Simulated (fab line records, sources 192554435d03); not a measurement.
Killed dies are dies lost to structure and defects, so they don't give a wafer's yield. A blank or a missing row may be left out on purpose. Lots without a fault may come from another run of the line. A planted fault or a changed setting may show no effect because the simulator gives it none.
Which tool did it? | flow n5_finfet | 23 lots, 69 wafers sampled, at 6 steps of a route of 1938

WHAT THE GAUGES READ, wafer by wafer
The record holds no reading of a measuring or inspecting step that can be judged against a usual standard deviation.

WHICH TOOL RAN EACH LOT (tool, then ch and the chambers of the sampled wafers, then the start)
lot  | N5_BEOL_M2_ETCH_69                 | N5_BEOL_M2_ALD_98                 | N5_BEOL_M2_ETCHBACK_99             | N5_BEOL_M2_ANNEAL_93         | N5_BEOL_M3_ETCH_74                 | N5_BEOL_M3_HM_OPEN_17
L074 | rie_diel-02 ch 0,1,2, day 6 17:19  | ald_sin-01 ch 1,2,3, day 6 17:24  | rie_diel-03 ch 2,3, day 6 18:30    | pvd_sputter-01, day 6 22:48  | rie_diel-06 ch 0,1,3, day 7 03:37  | rie_metal-01 ch 0,1, day 7 03:50
L075 | rie_diel-02 ch 0,2,3, day 6 20:29  | ald_sin-01 ch 2,3, day 6 20:34    | rie_diel-05 ch 0,3, day 6 21:41    | pvd_sputter-01, day 7 00:38  | rie_diel-06 ch 1,3, day 7 04:07    | rie_metal-03 ch 0,1, day 7 04:19
L076 | rie_diel-02 ch 0,1,3, day 7 04:58  | ald_sin-01 ch 1,2,3, day 7 05:31  | rie_diel-05 ch 0,3, day 7 09:11    | pvd_sputter-03, day 7 12:24  | rie_diel-06 ch 1,2,3, day 7 16:46  | rie_metal-02 ch 0,1, day 7 16:59
L077 | rie_diel-02 ch 1,2,3, day 7 07:37  | ald_sin-03 ch 1,2,3, day 7 07:41  | rie_diel-05 ch 1,2,3, day 7 16:06  | pvd_sputter-02, day 7 18:56  | rie_diel-06 ch 0,1,3, day 7 22:05  | rie_metal-01 ch 0,1, day 7 22:20
L078 | rie_diel-05 ch 2,3, day 7 19:55    | ald_sin-04 ch 0,2, day 7 20:35    | rie_diel-05 ch 0,2, day 7 20:47    | pvd_sputter-03, day 7 23:30  | rie_diel-04 ch 0,1, day 8 04:07    | rie_metal-01 ch 1, day 8 04:20
L079 | rie_diel-03 ch 0,2,3, day 8 01:18  | ald_sin-04 ch 0,1,3, day 8 01:23  | rie_diel-03 ch 0,2,3, day 8 04:30  | pvd_sputter-02, day 8 07:23  | rie_diel-06 ch 0,1,2, day 8 12:47  | rie_metal-01 ch 0,1, day 8 12:59
L080 | rie_diel-05 ch 1,2, day 8 04:44    | ald_sin-04 ch 0,1,3, day 8 04:49  | rie_diel-03 ch 0,1,3, day 8 08:08  | pvd_sputter-01, day 8 11:34  | rie_diel-06 ch 0,3, day 8 15:35    | rie_metal-01 ch 0,1, day 8 15:55
L081 | rie_diel-02 ch 0,2, day 8 10:23    | ald_sin-01 ch 2,3, day 8 11:07    | rie_diel-03 ch 0,1, day 8 14:01    | pvd_sputter-03, day 8 17:18  | rie_diel-04 ch 0,2, day 8 21:56    | rie_metal-01 ch 0,1, day 8 22:09
L082 | rie_diel-05 ch 0,2,3, day 8 23:50  | ald_sin-01 ch 2,3, day 8 23:55    | rie_diel-03 ch 1,2,3, day 9 08:53  | pvd_sputter-03, day 9 11:52  | rie_diel-06 ch 1,2,3, day 9 16:34  | rie_metal-03 ch 0,1, day 9 16:47
L083 | rie_diel-05 ch 0,3, day 9 00:33    | ald_sin-03 ch 0,1,3, day 9 00:38  | rie_diel-03 ch 0,3, day 9 03:37    | pvd_sputter-02, day 9 06:34  | rie_diel-01 ch 2,3, day 9 10:01    | rie_metal-01 ch 0,1, day 9 10:16
L084 | rie_diel-02 ch 0,3, day 9 09:25    | ald_sin-04 ch 0,3, day 9 09:49    | rie_diel-02 ch 1,3, day 9 12:23    | pvd_sputter-02, day 9 16:42  | rie_diel-04 ch 1,2,3, day 9 22:16  | rie_metal-03 ch 0,1, day 9 22:29
L085 | rie_diel-05 ch 1,3, day 9 16:46    | ald_sin-01 ch 2,3, day 9 16:51    | rie_diel-05 ch 0,3, day 9 18:31    | pvd_sputter-03, day 9 21:26  | rie_diel-04 ch 0,1, day 10 03:35   | rie_metal-01 ch 0, day 10 03:48
L086 | rie_diel-02 ch 1,2,3, day 9 22:36  | ald_sin-04 ch 0,2, day 9 22:53    | rie_diel-05 ch 0,1,3, day 9 23:11  | pvd_sputter-01, day 10 01:52 | rie_diel-04 ch 0,1,2, day 10 08:57 | rie_metal-02 ch 1, day 10 09:10
L087 | rie_diel-02 ch 1,3, day 10 05:24   | ald_sin-03 ch 0,1, day 10 05:29   | rie_diel-03 ch 2,3, day 10 08:33   | pvd_sputter-02, day 10 11:43 | rie_diel-04 ch 0,1,2, day 10 18:32 | rie_metal-02 ch 1, day 10 18:45
L088 | rie_diel-03 ch 2,3, day 10 10:03   | ald_sin-01 ch 2,3, day 10 10:15   | rie_diel-05 ch 1,2, day 10 14:46   | pvd_sputter-03, day 10 17:28 | rie_diel-04 ch 0,3, day 10 22:35   | rie_metal-02 ch 1, day 10 22:50
L089 | rie_diel-05 ch 0,1,3, day 10 13:52 | ald_sin-04 ch 0,2,3, day 10 14:51 | rie_diel-02 ch 0,1,2, day 10 14:58 | pvd_sputter-01, day 10 17:53 | rie_diel-04 ch 0,1, day 11 00:06   | rie_metal-01 ch 0,1, day 11 00:21
L090 | rie_diel-03 ch 1,2,3, day 10 21:19 | ald_sin-01 ch 0,2,3, day 10 21:25 | rie_diel-02 ch 0,1,2, day 10 21:51 | pvd_sputter-02, day 11 01:25 | rie_diel-06 ch 0,1,2, day 11 05:50 | rie_metal-02 ch 0,1, day 11 06:03
L091 | rie_diel-03 ch 1,2,3, day 10 22:19 | ald_sin-04 ch 2,3, day 10 22:25   | rie_diel-05 ch 0,2, day 10 23:27   | pvd_sputter-01, day 11 02:44 | rie_diel-01 ch 0,1,3, day 11 06:10 | rie_metal-02 ch 0,1, day 11 06:22
L093 | rie_diel-03 ch 1,2,3, day 11 10:49 | ald_sin-04 ch 0,2, day 11 10:53   | rie_diel-03 ch 1,2,3, day 11 22:01 | pvd_sputter-02, day 12 00:43 | rie_diel-06 ch 1,3, day 12 03:16   | rie_metal-01 ch 1, day 12 03:29
L094 | rie_diel-03 ch 2,3, day 11 20:34   | ald_sin-03 ch 1,2,3, day 11 20:38 | rie_diel-03 ch 0,3, day 12 01:26   | pvd_sputter-02, day 12 04:50 | rie_diel-06 ch 0,3, day 12 10:28   | rie_metal-03 ch 0,1, day 12 10:40
L095 | rie_diel-03 ch 0,1, day 12 12:07   | ald_sin-01 ch 0,2,3, day 12 13:17 | rie_diel-02 ch 2,3, day 12 14:18   | pvd_sputter-02, day 12 17:22 | rie_diel-04 ch 0,3, day 12 20:30   | rie_metal-03 ch 0,1, day 12 20:43
L096 | rie_diel-02 ch 1,2, day 12 13:24   | ald_sin-01 ch 1,2,3, day 12 13:35 | rie_diel-02 ch 1,3, day 12 19:19   | pvd_sputter-03, day 12 22:47 | rie_diel-06 ch 1,2, day 13 02:44   | rie_metal-02 ch 0,1, day 13 02:57
L097 | rie_diel-02 ch 0,3, day 12 17:53   | ald_sin-01 ch 1,2,3, day 12 17:58 | rie_diel-02 ch 0,1,2, day 12 22:58 | pvd_sputter-03, day 13 02:00 | rie_diel-01 ch 0,1,2, day 13 06:17 | rie_metal-02 ch 0,1, day 13 06:30
- N5_BEOL_M2_ETCH_69: etches SiARC in CF4, target depth 15.6 nm, time 26 s.
- N5_BEOL_M2_ALD_98: deposits SiO2, target thk 2.5 nm, pulse time 1 s, co reactant pulse time 1 s.
- N5_BEOL_M2_ETCHBACK_99: etches SiO2 in CHF3, target depth 5 nm, time 10.4 s.
- N5_BEOL_M2_ANNEAL_93: time 240 s.
- N5_BEOL_M3_ETCH_74: etches underlayer in N2/H2, target depth 6.5 nm, time 5.2 s.
- N5_BEOL_M3_HM_OPEN_17: chemistry Cl2/BCl3, target TiN, target depth 20 nm, overetch 6 nm.

WHAT THE TOOLS THEMSELVES READ (means of the sampled wafers that have a number; where no wafer has one, the mark that the record gives instead)
N5_BEOL_M2_ETCH_69.
lot  | tool        | drypump_motor_current_A (A) | etch_rf_on_time_s (s) | oes_product_au (a.u.) | rf_vpp_V (V) | showerhead_plenum_p_Torr (Torr) | throttle_valve_pct (%)
L074 | rie_diel-02 | 5.9                         | 26.1                  | 0.63                  | 183.0        | 2.11                            | 15.68
L075 | rie_diel-02 | 6.0                         | 26.1                  | 0.66                  | 183.4        | 2.06                            | 15.71
L076 | rie_diel-02 | 5.9                         | 25.9                  | 0.68                  | 183.3        | 2.09                            | 15.56
L077 | rie_diel-02 | 5.7                         | 26.4                  | 0.65                  | 184.9        | 2.14                            | 15.65
L078 | rie_diel-05 | 5.8                         | 25.8                  | 0.73                  | 183.4        | 2.13                            | 15.44
L079 | rie_diel-03 | 5.9                         | 25.5                  | 0.60                  | 183.7        | 2.12                            | 15.66
L080 | rie_diel-05 | 5.4                         | 26.0                  | 0.72                  | 184.0        | 2.13                            | 15.44
L081 | rie_diel-02 | 5.9                         | 26.4                  | 0.60                  | 182.8        | 2.06                            | 15.84
L082 | rie_diel-05 | 5.9                         | 25.7                  | 0.66                  | 184.1        | 2.17                            | 15.57
L083 | rie_diel-05 | 6.0                         | 25.4                  | 0.60                  | 185.1        | 2.20                            | 15.68
L084 | rie_diel-02 | 6.1                         | 25.8                  | 0.70                  | 182.8        | 2.04                            | 15.62
L085 | rie_diel-05 | 5.6                         | 25.5                  | 0.60                  | 185.1        | 2.19                            | 15.89
L086 | rie_diel-02 | 5.7                         | 26.4                  | 0.71                  | 185.0        | 2.13                            | 15.53
L087 | rie_diel-02 | 5.8                         | 26.1                  | 0.67                  | 183.7        | 2.12                            | 15.57
L088 | rie_diel-03 | 5.7                         | 25.2                  | 0.78                  | 182.9        | 2.11                            | 15.31
L089 | rie_diel-05 | 5.8                         | 25.6                  | 0.60                  | 184.2        | 2.20                            | 15.80
L090 | rie_diel-03 | 5.9                         | 25.7                  | 0.70                  | 184.0        | 2.12                            | 15.46
L091 | rie_diel-03 | 5.9                         | 25.7                  | 0.69                  | 184.3        | 2.12                            | 15.46
L093 | rie_diel-03 | 5.9                         | 25.9                  | 0.68                  | 184.0        | 2.12                            | 15.48
L094 | rie_diel-03 | 5.6                         | 25.1                  | 0.75                  | 184.1        | 2.11                            | 15.33
L095 | rie_diel-03 | 6.3                         | 25.5                  | 0.77                  | 184.2        | 2.11                            | 15.47
L096 | rie_diel-02 | 5.7                         | 26.2                  | 0.71                  | 183.8        | 2.14                            | 15.51
L097 | rie_diel-02 | 6.1                         | 25.5                  | 0.67                  | 182.3        | 2.03                            | 15.68

N5_BEOL_M2_ALD_98.
lot  | tool       | heater_power_w (W) | precursor_pulse_height_rel
L074 | ald_sin-01 | 73                 | 0.990
L075 | ald_sin-01 | 74                 | 1.016
L076 | ald_sin-01 | 72                 | 0.997
L077 | ald_sin-03 | 83                 | 1.000
L078 | ald_sin-04 | 77                 | 1.025
L079 | ald_sin-04 | 80                 | 1.012
L080 | ald_sin-04 | 79                 | 0.980
L081 | ald_sin-01 | 73                 | 0.984
L082 | ald_sin-01 | 73                 | 1.012
L083 | ald_sin-03 | 80                 | 1.000
L084 | ald_sin-04 | 84                 | 0.999
L085 | ald_sin-01 | 71                 | 1.017
L086 | ald_sin-04 | 74                 | 0.986
L087 | ald_sin-03 | 84                 | 1.002
L088 | ald_sin-01 | 71                 | 0.977
L089 | ald_sin-04 | 78                 | 1.001
L090 | ald_sin-01 | 75                 | 0.991
L091 | ald_sin-04 | 79                 | 1.018
L093 | ald_sin-04 | 78                 | 1.004
L094 | ald_sin-03 | 83                 | 0.994
L095 | ald_sin-01 | 76                 | 0.995
L096 | ald_sin-01 | 73                 | 0.992
L097 | ald_sin-01 | 74                 | 1.002

N5_BEOL_M2_ETCHBACK_99.
lot  | tool        | drypump_motor_current_A (A) | oes_product_au (a.u.) | rf_vpp_V (V) | showerhead_plenum_p_Torr (Torr) | throttle_valve_pct (%)
L074 | rie_diel-03 | 5.8                         | 0.72                  | 234          | 2.14                            | 16.95
L075 | rie_diel-05 | 6.0                         | 0.71                  | 243          | 2.22                            | 17.09
L076 | rie_diel-05 | 6.2                         | 0.72                  | 243          | 2.23                            | 17.22
L077 | rie_diel-05 | 5.7                         | 0.79                  | 244          | 2.19                            | 17.15
L078 | rie_diel-05 | 5.7                         | 0.78                  | 245          | 2.18                            | 16.89
L079 | rie_diel-03 | 5.9                         | 0.69                  | 235          | 2.12                            | 17.07
L080 | rie_diel-03 | 6.2                         | 0.72                  | 235          | 2.14                            | 17.07
L081 | rie_diel-03 | 6.3                         | 0.73                  | 235          | 2.15                            | 17.17
L082 | rie_diel-03 | 5.9                         | 0.71                  | 235          | 2.14                            | 17.08
L083 | rie_diel-03 | 6.2                         | 0.69                  | 237          | 2.12                            | 17.12
L084 | rie_diel-02 | 5.6                         | 0.76                  | 243          | 2.19                            | 17.05
L085 | rie_diel-05 | 6.0                         | 0.70                  | 242          | 2.21                            | 17.15
L086 | rie_diel-05 | 5.8                         | 0.70                  | 242          | 2.22                            | 17.27
L087 | rie_diel-03 | 5.6                         | 0.92                  | 234          | 2.12                            | 16.76
L088 | rie_diel-05 | 5.3                         | 0.75                  | 244          | 2.17                            | 17.18
L089 | rie_diel-02 | 5.9                         | 0.80                  | 248          | 2.11                            | 17.06
L090 | rie_diel-02 | 5.8                         | 0.78                  | 246          | 2.11                            | 17.07
L091 | rie_diel-05 | 5.6                         | 0.81                  | 246          | 2.14                            | 16.86
L093 | rie_diel-03 | 5.9                         | 0.80                  | 234          | 2.13                            | 16.95
L094 | rie_diel-03 | 6.0                         | 0.79                  | 235          | 2.12                            | 16.91
L095 | rie_diel-02 | 5.9                         | 0.86                  | 247          | 2.09                            | 16.96
L096 | rie_diel-02 | 5.6                         | 0.74                  | 242          | 2.18                            | 17.11
L097 | rie_diel-02 | 5.8                         | 0.76                  | 247          | 2.10                            | 17.09

N5_BEOL_M2_ANNEAL_93.
lot  | tool           | heater_power_w (W)
L074 | pvd_sputter-01 | 922
L075 | pvd_sputter-01 | 912
L076 | pvd_sputter-03 | 860
L077 | pvd_sputter-02 | 768
L078 | pvd_sputter-03 | 844
L079 | pvd_sputter-02 | 776
L080 | pvd_sputter-01 | 845
L081 | pvd_sputter-03 | 854
L082 | pvd_sputter-03 | 864
L083 | pvd_sputter-02 | 784
L084 | pvd_sputter-02 | 816
L085 | pvd_sputter-03 | 865
L086 | pvd_sputter-01 | 839
L087 | pvd_sputter-02 | 784
L088 | pvd_sputter-03 | 902
L089 | pvd_sputter-01 | 882
L090 | pvd_sputter-02 | 830
L091 | pvd_sputter-01 | 936
L093 | pvd_sputter-02 | 831
L094 | pvd_sputter-02 | 700
L095 | pvd_sputter-02 | 818
L096 | pvd_sputter-03 | 888
L097 | pvd_sputter-03 | 873

N5_BEOL_M3_ETCH_74.
lot  | tool        | drypump_motor_current_A (A) | etch_rf_on_time_s (s) | oes_product_au (a.u.) | rf_vpp_V (V) | showerhead_plenum_p_Torr (Torr) | throttle_valve_pct (%)
L074 | rie_diel-06 | 5.8                         | 5.11                  | 0.64                  | 522          | 2.50                            | 17.96
L075 | rie_diel-06 | 6.0                         | 5.09                  | 0.64                  | 521          | 2.46                            | 17.92
L076 | rie_diel-06 | 5.5                         | 5.07                  | 0.71                  | 524          | 2.53                            | 17.81
L077 | rie_diel-06 | 5.8                         | 5.14                  | 0.64                  | 522          | 2.50                            | 17.96
L078 | rie_diel-04 | 5.4                         | 5.14                  | 0.64                  | 528          | 2.63                            | 18.03
L079 | rie_diel-06 | 5.3                         | 5.18                  | 0.69                  | 525          | 2.57                            | 17.86
L080 | rie_diel-06 | 5.8                         | 5.20                  | 0.62                  | 525          | 2.58                            | 18.04
L081 | rie_diel-04 | 5.7                         | 5.34                  | 0.69                  | 526          | 2.58                            | 17.64
L082 | rie_diel-06 | 5.5                         | 5.04                  | 0.69                  | 523          | 2.52                            | 17.83
L083 | rie_diel-01 | 5.4                         | 5.44                  | 0.62                  | 525          | 2.60                            | 17.86
L084 | rie_diel-04 | 5.7                         | 5.15                  | 0.63                  | 525          | 2.60                            | 18.00
L085 | rie_diel-04 | 5.3                         | 5.16                  | 0.63                  | 525          | 2.62                            | 18.06
L086 | rie_diel-04 | 5.6                         | 5.15                  | 0.64                  | 525          | 2.60                            | 17.98
L087 | rie_diel-04 | 5.5                         | 5.21                  | 0.64                  | 527          | 2.60                            | 17.98
L088 | rie_diel-04 | 5.5                         | 5.19                  | 0.62                  | 525          | 2.61                            | 17.88
L089 | rie_diel-04 | 5.4                         | 5.14                  | 0.62                  | 526          | 2.62                            | 18.08
L090 | rie_diel-06 | 5.3                         | 5.18                  | 0.67                  | 525          | 2.56                            | 17.89
L091 | rie_diel-01 | 6.2                         | 5.24                  | 0.60                  | 522          | 2.48                            | 18.06
L093 | rie_diel-06 | 5.9                         | 5.04                  | 0.76                  | 521          | 2.45                            | 17.68
L094 | rie_diel-06 | 6.0                         | 5.06                  | 0.75                  | 525          | 2.53                            | 17.73
L095 | rie_diel-04 | 5.8                         | 5.19                  | 0.74                  | 525          | 2.60                            | 17.55
L096 | rie_diel-06 | 5.1                         | 5.13                  | 0.71                  | 525          | 2.59                            | 17.78
L097 | rie_diel-01 | 5.9                         | 5.32                  | 0.60                  | 522          | 2.52                            | 18.07

N5_BEOL_M3_HM_OPEN_17.
lot  | tool         | drypump_motor_current_A (A) | oes_product_au (a.u.) | throttle_valve_pct (%)
L074 | rie_metal-01 | 6.0                         | 0.59                  | 22.14
L075 | rie_metal-03 | 6.1                         | 0.68                  | 22.32
L076 | rie_metal-02 | 5.3                         | 0.59                  | 22.44
L077 | rie_metal-01 | 6.0                         | 0.59                  | 22.14
L078 | rie_metal-01 | 6.0                         | 0.61                  | 21.96
L079 | rie_metal-01 | 6.0                         | 0.56                  | 22.31
L080 | rie_metal-01 | 6.0                         | 0.58                  | 22.16
L081 | rie_metal-01 | 6.0                         | 0.58                  | 22.15
L082 | rie_metal-03 | 6.2                         | 0.63                  | 22.32
L083 | rie_metal-01 | 6.0                         | 0.58                  | 22.15
L084 | rie_metal-03 | 6.1                         | 0.67                  | 22.32
L085 | rie_metal-01 | 6.1                         | 0.53                  | 22.49
L086 | rie_metal-02 | 5.1                         | 0.62                  | 22.52
L087 | rie_metal-02 | 5.1                         | 0.60                  | 22.55
L088 | rie_metal-02 | 5.1                         | 0.61                  | 22.54
L089 | rie_metal-01 | 6.0                         | 0.59                  | 22.15
L090 | rie_metal-02 | 5.5                         | 0.74                  | 22.16
L091 | rie_metal-02 | 5.5                         | 0.74                  | 22.15
L093 | rie_metal-01 | 6.0                         | 0.59                  | 21.99
L094 | rie_metal-03 | 6.2                         | 0.63                  | 22.32
L095 | rie_metal-03 | 6.0                         | 0.66                  | 22.35
L096 | rie_metal-02 | 5.5                         | 0.72                  | 22.16
L097 | rie_metal-02 | 5.3                         | 0.64                  | 22.37

THE ANSWER, worked out from the rows above alone
Rule: what is usual is taken from the lots themselves. Put in order of their means at a reading, lots are off if they are a third of the lots or fewer, leave a main group of 4 or more, and stand apart from it by a gap of 3 or more times the standard deviation of the main group's means; of several such gaps the widest counts. A main group whose means are all the same, to the digits that the tables above print for the reading, isn't used. A lot without any number at a reading at which 4 lots or more have one is off too. The other lots that the step has rows for count as sound. The gauges are gone through in route order, then the tools' own readings, and for those a lot's mean is taken as printed above. The first step at which some lot is off is used, and at that step the reading that is off furthest; a lot without a number counts as furthest.
No lot is off at any reading shown: from this, nothing can be told.

WHAT THE SIMULATOR HAD PUT IN
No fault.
